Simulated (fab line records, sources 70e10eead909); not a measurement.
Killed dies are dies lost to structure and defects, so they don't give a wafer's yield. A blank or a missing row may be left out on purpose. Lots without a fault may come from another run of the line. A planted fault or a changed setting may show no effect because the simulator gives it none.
Which tool did it? | flow nand_harc | 24 lots, 72 wafers sampled, at 5 steps of a route of 1302

WHAT THE GAUGES READ, wafer by wafer
NHARC_P_ZERO_WELL_CD_MEAS_37: target cd 720 nm. Usual: cd_nm 720.2 nm, standard deviation 1.5.
lot  | measured     | on        | cd_nm (nm)        | flag
L074 | day 2 00:16  | cd_sem-01 | 721.3 720.9 722.0 |
L075 | day 2 09:58  | cd_sem-01 | 721.4 719.7 718.7 |
L076 | day 2 20:09  | cd_sem-02 | 715.9 716.9 717.7 |
L077 | day 3 06:11  | cd_sem-01 | 720.6 721.6 721.3 |
L078 | day 3 16:16  | cd_sem-03 | 720.0 716.6 717.3 |
L079 | day 4 02:09  | cd_sem-02 | 720.0 721.7 721.4 |
L080 | day 4 12:05  | cd_sem-02 | 720.5 720.1 720.5 |
L081 | day 5 01:14  | cd_sem-02 | 719.7 718.4 717.9 |
L082 | day 5 07:59  | cd_sem-02 | 718.6 719.8 720.0 |
L083 | day 5 18:08  | cd_sem-01 | 721.7 719.9 720.8 |
L084 | day 6 04:16  | cd_sem-01 | 718.0 719.1 719.9 |
L085 | day 6 14:06  | cd_sem-03 | 721.3 722.5 721.3 |
L086 | day 7 00:05  | cd_sem-03 | 722.2 721.6 723.0 |
L087 | day 7 10:07  | cd_sem-03 | 717.6 718.8 718.6 |
L088 | day 7 20:07  | cd_sem-03 | 720.7 721.0 721.1 |
L089 | day 8 06:08  | cd_sem-03 | 724.4 722.0 723.6 |
L090 | day 8 16:14  | cd_sem-01 | 719.2 719.5 719.3 |
L091 | day 9 01:58  | cd_sem-01 | 719.8 720.3 720.8 |
L092 | day 9 12:13  | cd_sem-03 | 718.5 721.4 720.4 |
L093 | day 9 22:04  | cd_sem-03 | 720.1 719.8 719.9 |
L094 | day 10 08:08 | cd_sem-01 | 722.0 720.7 719.8 |
L095 | day 10 18:21 | cd_sem-01 | 719.0 718.5 718.9 |
L096 | day 11 04:13 | cd_sem-03 | 721.7 721.2 722.0 |
L097 | day 11 14:05 | cd_sem-03 | 719.4 721.0 720.5 |

NHARC_P_STI_OCD_MEAS_17. Usual: trench_depth_nm 301.6 nm, standard deviation 2.7; trench_foot_cd_nm 157.9 nm, standard deviation 2.
lot  | measured     | on     | trench_depth_nm (nm) | trench_foot_cd_nm (nm) | flag
L074 | day 2 20:02  | ocd-02 | 300.7 302.2 299.9    | 157.0 157.5 159.3      |
L075 | day 3 04:49  | ocd-01 | 300.3 300.0 302.8    | 155.7 158.1 155.4      |
L076 | day 3 16:28  | ocd-02 | 307.5 303.2 301.8    | 157.6 159.4 160.1      |
L077 | day 4 02:59  | ocd-01 | 304.1 305.8 304.1    | 158.1 159.0 156.5      |
L078 | day 4 13:04  | ocd-02 | 299.3 301.8 298.4    | 162.2 159.1 159.2      |
L079 | day 4 22:46  | ocd-01 | 299.4 301.7 304.4    | 156.3 154.4 154.3      |
L080 | day 5 09:23  | ocd-01 | 300.7 304.5 300.2    | 157.6 158.2 157.2      |
L081 | day 5 21:22  | ocd-01 | 300.2 297.9 298.7    | 158.1 159.5 158.5      |
L082 | day 6 05:19  | ocd-01 | 303.6 304.2 297.7    | 156.7 154.8 158.9      |
L083 | day 6 13:04  | ocd-02 | 306.1 306.0 303.9    | 158.4 159.0 157.8      |
L084 | day 7 01:40  | ocd-01 | 301.1 300.4 305.3    | 154.4 159.4 157.9      |
L085 | day 7 09:49  | ocd-01 | 296.2 299.3 300.8    | 159.7 159.2 156.8      |
L086 | day 7 19:49  | ocd-01 | 300.5 303.5 301.1    | 158.8 158.2 158.5      |
L087 | day 8 06:25  | ocd-01 | 299.3 301.7 298.7    | 155.7 157.8 160.4      |
L088 | day 8 20:15  | ocd-02 | 298.3 301.5 300.3    | 157.9 159.1 158.1      |
L089 | day 9 02:16  | ocd-01 | 300.9 300.0 299.1    | 155.8 157.2 153.6      |
L090 | day 9 13:32  | ocd-02 | 302.9 304.8 307.4    | 159.9 162.7 161.0      |
L091 | day 9 21:16  | ocd-02 | 296.8 302.9 300.0    | 157.4 159.9 156.3      |
L092 | day 10 07:43 | ocd-02 | 305.9 302.1 303.8    | 160.9 159.5 161.8      |
L093 | day 10 19:03 | ocd-01 | 302.9 303.9 301.4    | 155.2 155.7 160.0      |
L094 | day 11 04:07 | ocd-02 | 297.7 301.4 297.4    | 155.7 157.2 157.2      |
L095 | day 11 18:25 | ocd-01 | 302.2 309.3 300.6    | 158.4 153.8 157.9      |
L096 | day 12 01:32 | ocd-02 | 300.4 301.3 300.0    | 160.3 161.2 159.4      |
L097 | day 12 09:47 | ocd-01 | 298.9 301.9 299.5    | 159.0 156.7 157.4      |

NHARC_P_CONTACT_OVL_MEAS_13. Usual: overlay_x_nm 0.1 nm, standard deviation 0.86; overlay_y_nm 0.1 nm, standard deviation 0.85.
lot  | measured     | on         | overlay_x_nm (nm) | overlay_y_nm (nm) | flag
L074 | day 5 18:23  | overlay-01 | 0.6 0.8 0.5       | -0.1 0.6 -0.6     |
L075 | day 6 01:03  | overlay-02 | 0.4 0.5 0.2       | 0.7 0.5 -0.3      |
L076 | day 7 03:10  | overlay-01 | 0.9 0.9 1.1       | 0.0 0.1 0.1       |
L077 | day 7 02:19  | overlay-02 | -0.9 0.1 -0.5     | 1.1 1.2 0.7       |
L078 | day 7 16:10  | overlay-01 | 0.4 0.3 0.5       | 0.2 -0.4 -0.2     |
L079 | day 8 00:43  | overlay-01 | -1.8 -1.8 -1.2    | -0.4 -0.1 -0.4    |
L080 | day 8 06:13  | overlay-02 | 2.0 1.9 1.9       | 1.4 0.1 0.8       |
L081 | day 8 23:56  | overlay-02 | 0.1 0.0 -0.2      | 0.6 0.8 0.8       |
L082 | day 9 00:42  | overlay-01 | -0.1 -0.3 -0.6    | 0.1 0.5 -0.2      |
L083 | day 9 13:53  | overlay-02 | 1.1 0.3 0.9       | 0.8 1.3 1.0       |
L084 | day 10 00:51 | overlay-01 | -0.6 -0.1 -0.2    | -0.1 -0.2 0.2     |
L085 | day 10 09:07 | overlay-02 | -0.5 -0.1 -0.3    | -1.0 -0.3 0.1     |
L086 | day 10 21:26 | overlay-01 | 0.5 0.0 0.5       | 0.6 0.1 0.2       |
L087 | day 11 07:58 | overlay-02 | 0.8 0.9 0.9       | 1.3 1.3 1.4       |
L088 | day 11 22:01 | overlay-01 | -0.8 -0.6 -0.4    | -0.8 -0.3 -0.2    |
L089 | day 12 09:10 | overlay-01 | -1.7 -1.0 -1.1    | -0.3 0.1 0.1      |
L090 | day 12 22:37 | overlay-01 | -0.8 -0.3 -0.4    | -0.7 -1.3 -1.2    |
L091 | day 13 00:49 | overlay-01 | 0.0 0.3 -0.2      | -1.0 -1.4 -1.2    |
L092 | day 13 07:41 | overlay-01 | 1.3 0.9 0.8       | 0.7 1.0 0.6       |
L093 | day 13 19:43 | overlay-01 | 0.1 -0.1 -0.3     | 0.6 0.5 1.3       |
L094 | day 14 00:23 | overlay-01 | 1.0 1.2 0.6       | 0.7 0.7 1.1       |
L095 | day 15 00:19 | overlay-02 | -1.5 -0.7 -0.9    | 1.6 1.0 2.1       |
L096 | day 15 03:47 | overlay-01 | 0.2 0.5 0.2       | -1.3 -1.9 -1.3    |
L097 | day 15 07:47 | overlay-02 | -1.6 -1.2 -1.4    | -1.1 -1.4 -1.0    |

WHICH TOOL RAN EACH LOT (tool, then ch and the chambers of the sampled wafers, then the start)
lot  | NHARC_P_ZERO_WELL_DESCUM_13        | NHARC_P_GATE_ETCH_32
L074 | rie_diel-03 ch 0,1,3, day 1 21:27  | rie_si-01 ch 0,1,3, day 4 22:44
L075 | rie_diel-03 ch 0,2,3, day 2 07:16  | rie_si-01 ch 0,2,3, day 5 05:38
L076 | rie_diel-12 ch 1,2,3, day 2 17:24  | rie_si-02 ch 2,3, day 6 07:30
L077 | rie_diel-12 ch 1,2,3, day 3 03:26  | rie_si-06 ch 0,3, day 6 06:50
L078 | rie_diel-03 ch 0,1, day 3 13:25    | rie_si-06 ch 1,2, day 6 20:40
L079 | rie_diel-03 ch 0,1, day 3 23:25    | rie_si-02 ch 1,2,3, day 7 05:11
L080 | rie_diel-12 ch 0,2,3, day 4 09:17  | rie_si-01 ch 0,2,3, day 7 10:55
L081 | rie_diel-13 ch 1,3, day 4 22:11    | rie_si-06 ch 1,2, day 8 04:41
L082 | rie_diel-12 ch 1,3, day 5 05:17    | rie_si-01 ch 1,3, day 8 05:09
L083 | rie_diel-13 ch 0,1,3, day 5 15:24  | rie_si-06 ch 1,2, day 8 18:11
L084 | rie_diel-03 ch 0,1,3, day 6 01:25  | rie_si-02 ch 0,3, day 9 05:14
L085 | rie_diel-03 ch 0,1,3, day 6 11:26  | rie_si-01 ch 2,3, day 9 13:29
L086 | rie_diel-12 ch 0,1,3, day 6 21:24  | rie_si-02 ch 0,2,3, day 10 01:56
L087 | rie_diel-03 ch 1,2,3, day 7 07:25  | rie_si-02 ch 0,1, day 10 12:30
L088 | rie_diel-13 ch 2,3, day 7 17:23    | rie_si-06 ch 0,3, day 11 02:37
L089 | rie_diel-12 ch 0,1,2, day 8 03:17  | rie_si-01 ch 1,2, day 11 14:04
L090 | rie_diel-12 ch 0,1,3, day 8 13:23  | rie_si-02 ch 2,3, day 12 03:03
L091 | rie_diel-03 ch 2,3, day 8 23:16    | rie_si-06 ch 0,2, day 12 05:22
L092 | rie_diel-12 ch 0,1,3, day 9 09:25  | rie_si-06 ch 0,1,2, day 12 12:10
L093 | rie_diel-13 ch 2,3, day 9 19:20    | rie_si-01 ch 1,2, day 13 00:11
L094 | rie_diel-03 ch 0,2,3, day 10 05:25 | rie_si-01 ch 1,3, day 13 05:13
L095 | rie_diel-12 ch 2,3, day 10 15:25   | rie_si-06 ch 0,1, day 14 05:05
L096 | rie_diel-12 ch 1,2, day 11 01:24   | rie_si-01 ch 0,1, day 14 08:07
L097 | rie_diel-12 ch 0,3, day 11 11:16   | rie_si-01 ch 1,3, day 14 11:57
- NHARC_P_ZERO_WELL_DESCUM_13: chemistry O2, time 3 s.
- NHARC_P_GATE_ETCH_32: etches the open film in HBr/Cl2, target depth 150 nm, time 100.1 s.

WHAT THE TOOLS THEMSELVES READ (means of the sampled wafers that have a number; where no wafer has one, the mark that the record gives instead)
NHARC_P_ZERO_WELL_DESCUM_13. Usual: drypump_motor_current_A 6.0 A, standard deviation 0.45; oes_product_au 1.002 a.u., standard deviation 0.007; rf_vpp_V 57.5 V, standard deviation 0.87; showerhead_plenum_p_Torr 1.86 Torr, standard deviation 0.069; throttle_valve_pct 11.311 %, standard deviation 0.008.
lot  | tool        | drypump_motor_current_A (A) | oes_product_au (a.u.) | rf_vpp_V (V) | showerhead_plenum_p_Torr (Torr) | throttle_valve_pct (%) | flag
L074 | rie_diel-03 | 5.8                         | 0.998                 | 57.6         | 1.89                            | 11.310                 |
L075 | rie_diel-03 | 5.7                         | 0.995                 | 57.5         | 1.93                            | 11.301                 |
L076 | rie_diel-12 | 6.1                         | 1.004                 | 57.6         | 1.84                            | 11.307                 |
L077 | rie_diel-12 | 6.1                         | 1.004                 | 57.6         | 1.84                            | 11.310                 |
L078 | rie_diel-03 | 5.5                         | 1.000                 | 57.6         | 1.83                            | 11.317                 |
L079 | rie_diel-03 | 5.7                         | 0.999                 | 57.5         | 1.89                            | 11.309                 |
L080 | rie_diel-12 | 6.1                         | 1.001                 | 57.4         | 1.86                            | 11.304                 |
L081 | rie_diel-13 | 6.5                         | 0.995                 | 58.7         | 1.84                            | 11.302                 |
L082 | rie_diel-12 | 6.0                         | 1.006                 | 57.3         | 1.78                            | 11.313                 |
L083 | rie_diel-13 | 6.4                         | 0.993                 | 58.3         | 1.87                            | 11.317                 |
L084 | rie_diel-03 | 5.8                         | 1.007                 | 57.2         | 1.88                            | 11.311                 |
L085 | rie_diel-03 | 5.8                         | 0.998                 | 57.3         | 1.88                            | 11.307                 |
L086 | rie_diel-12 | 6.1                         | 1.004                 | 56.7         | 1.81                            | 11.319                 |
L087 | rie_diel-03 | 5.4                         | 1.006                 | 57.5         | 1.86                            | 11.307                 |
L088 | rie_diel-13 | 6.2                         | 0.995                 | 57.7         | 1.92                            | 11.307                 |
L089 | rie_diel-12 | 6.3                         | 1.000                 | 58.1         | 1.86                            | 11.312                 |
L090 | rie_diel-12 | 6.1                         | 1.003                 | 57.4         | 1.81                            | 11.314                 |
L091 | rie_diel-03 | 5.8                         | 1.006                 | 57.6         | 1.91                            | 11.306                 |
L092 | rie_diel-12 | 6.1                         | 1.002                 | 57.5         | 1.81                            | 11.312                 |
L093 | rie_diel-13 | 6.2                         | 1.004                 | 57.6         | 1.91                            | 11.313                 |
L094 | rie_diel-03 | 5.7                         | 1.001                 | 58.3         | 1.91                            | 11.310                 |
L095 | rie_diel-12 | 6.2                         | 1.007                 | 58.1         | 1.86                            | 11.309                 |
L096 | rie_diel-12 | 6.2                         | 1.007                 | 56.5         | 1.82                            | 11.312                 |
L097 | rie_diel-12 | 6.1                         | 1.001                 | 57.3         | 1.83                            | 11.313                 |

NHARC_P_GATE_ETCH_32. Usual: drypump_motor_current_A 5.8 A, standard deviation 0.31; oes_product_au 1.001 a.u., standard deviation 0.0071; throttle_valve_pct 26.405 %, standard deviation 0.0089.
lot  | tool      | drypump_motor_current_A (A) | oes_product_au (a.u.) | throttle_valve_pct (%) | flag
L074 | rie_si-01 | 5.8                         | 1.001                 | 26.406                 |
L075 | rie_si-01 | 5.7                         | 0.996                 | 26.410                 |
L076 | rie_si-02 | 6.2                         | 0.999                 | 26.402                 |
L077 | rie_si-06 | 5.9                         | 1.002                 | 26.395                 |
L078 | rie_si-06 | 5.8                         | 1.006                 | 26.407                 |
L079 | rie_si-02 | 6.1                         | 0.998                 | 26.412                 |
L080 | rie_si-01 | 5.7                         | 0.998                 | 26.407                 |
L081 | rie_si-06 | 5.8                         | 1.000                 | 26.404                 |
L082 | rie_si-01 | 5.9                         | 0.995                 | 26.406                 |
L083 | rie_si-06 | 5.8                         | 1.015                 | 26.399                 |
L084 | rie_si-02 | 5.9                         | 0.995                 | 26.406                 |
L085 | rie_si-01 | 5.8                         | 0.991                 | 26.398                 |
L086 | rie_si-02 | 6.0                         | 0.994                 | 26.403                 |
L087 | rie_si-02 | 5.6                         | 1.000                 | 26.404                 |
L088 | rie_si-06 | 5.9                         | 1.004                 | 26.399                 |
L089 | rie_si-01 | 5.8                         | 1.005                 | 26.397                 |
L090 | rie_si-02 | 6.2                         | 0.998                 | 26.406                 |
L091 | rie_si-06 | 5.5                         | 1.006                 | 26.404                 |
L092 | rie_si-06 | 5.5                         | 0.999                 | 26.410                 |
L093 | rie_si-01 | 5.9                         | 1.007                 | 26.404                 |
L094 | rie_si-01 | 5.8                         | 1.003                 | 26.402                 |
L095 | rie_si-06 | 5.3                         | 1.009                 | 26.412                 |
L096 | rie_si-01 | 5.6                         | 0.995                 | 26.408                 |
L097 | rie_si-01 | 5.9                         | 0.996                 | 26.410                 |

THE ANSWER, worked out from the rows above alone
Rule: a lot is off if the mean of its wafers that have a number lies more than 3 standard deviations from the usual mean. A lot without any number at a reading at which 4 lots or more have one is off too. The other lots that the step has rows for count as sound. The gauges are gone through in route order, then the tools' own readings, and for those a lot's mean is taken as printed above. The first step at which some lot is off is used, and at that step the reading that is off furthest; a lot without a number counts as furthest.
No lot is off at any reading shown: from this, nothing can be told.

WHAT THE SIMULATOR HAD PUT IN
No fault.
